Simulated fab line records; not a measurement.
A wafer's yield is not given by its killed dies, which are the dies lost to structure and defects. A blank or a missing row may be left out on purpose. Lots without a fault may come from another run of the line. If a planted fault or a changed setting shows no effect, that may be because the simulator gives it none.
The tool behind it: which one?	flow n5 finfet	Sampling: 12 lots, 36 wafers, 3 of 1938 route steps

WHAT EACH GAUGE READ, for each wafer
N5_BEOL_M3_INSPECT_59: inspects for defects (darkfield).
lot	measured	on	raw defect count
L075	day 8 03:14	defect inspect-02	51 81 37
L076	day 8 07:56	defect inspect-02	116 67 106
L079	day 8 17:41	defect inspect-01	70 120 87
L082	day 9 16:16	defect inspect-01	51 112 58
L083	day 9 17:57	defect inspect-01	37 89 41
L085	day 10 15:06	defect inspect-01	54 61 65
L088	day 11 06:59	defect inspect-02	71 100 71
L089	day 11 11:53	defect inspect-02	33 52 40
L092	day 11 18:32	defect inspect-02	90 37 52
L093	day 12 14:46	defect inspect-01	73 79 77
L096	day 13 07:51	defect inspect-01	63 78 64
L097	day 13 11:55	defect inspect-02	63 67 27

EACH LOT AND THE TOOL THAT RAN IT (in order: tool; ch and the chambers of the sampled wafers; start)
lot	N5_BEOL_M3_SPUTTER_81	N5_BEOL_M3_ANNEAL_89
L075	pvd sputter-02, day 8 00:49	pvd sputter-02, day 8 01:20
L076	pvd sputter-03, day 8 05:32	pvd sputter-03, day 8 06:03
L079	pvd sputter-02, day 8 15:17	pvd sputter-02, day 8 15:49
L082	pvd sputter-01, day 9 13:43	pvd sputter-01, day 9 14:14
L083	pvd sputter-01, day 9 15:33	pvd sputter-01, day 9 16:04
L085	pvd sputter-01, day 10 12:22	pvd sputter-01, day 10 12:53
L088	pvd sputter-01, day 11 04:35	pvd sputter-01, day 11 05:07
L089	pvd sputter-01, day 11 09:29	pvd sputter-01, day 11 10:01
L092	pvd sputter-03, day 11 16:09	pvd sputter-03, day 11 16:40
L093	pvd sputter-03, day 12 12:23	pvd sputter-03, day 12 12:54
L096	pvd sputter-03, day 13 05:27	pvd sputter-03, day 13 05:58
L097	pvd sputter-02, day 13 09:07	pvd sputter-02, day 13 09:38
- N5_BEOL_M3_SPUTTER_81: material Cu, target thk 4.5 nm, time 8.29 s.
- N5_BEOL_M3_ANNEAL_89: time 240 s.

THE ANSWER, worked out from the rows above alone
Rule: usual is defined by the lots themselves. Put in order of their means at a reading, lots are off if they are a third of the lots or fewer, leave a main group of 4 or more, and stand apart from it by a gap of 3 or more times the standard deviation of the main group's means; of several such gaps the widest counts. A main group whose means are all the same, to the digits that the tables above print for the reading, isn't used. Also off: a lot with no number at a reading for which 4 or more lots have one. Where the step has rows for the other lots, those lots are counted as sound.
None of the lots is off at any reading shown; this tells nothing.

WHAT THE SIMULATOR HAD PUT IN
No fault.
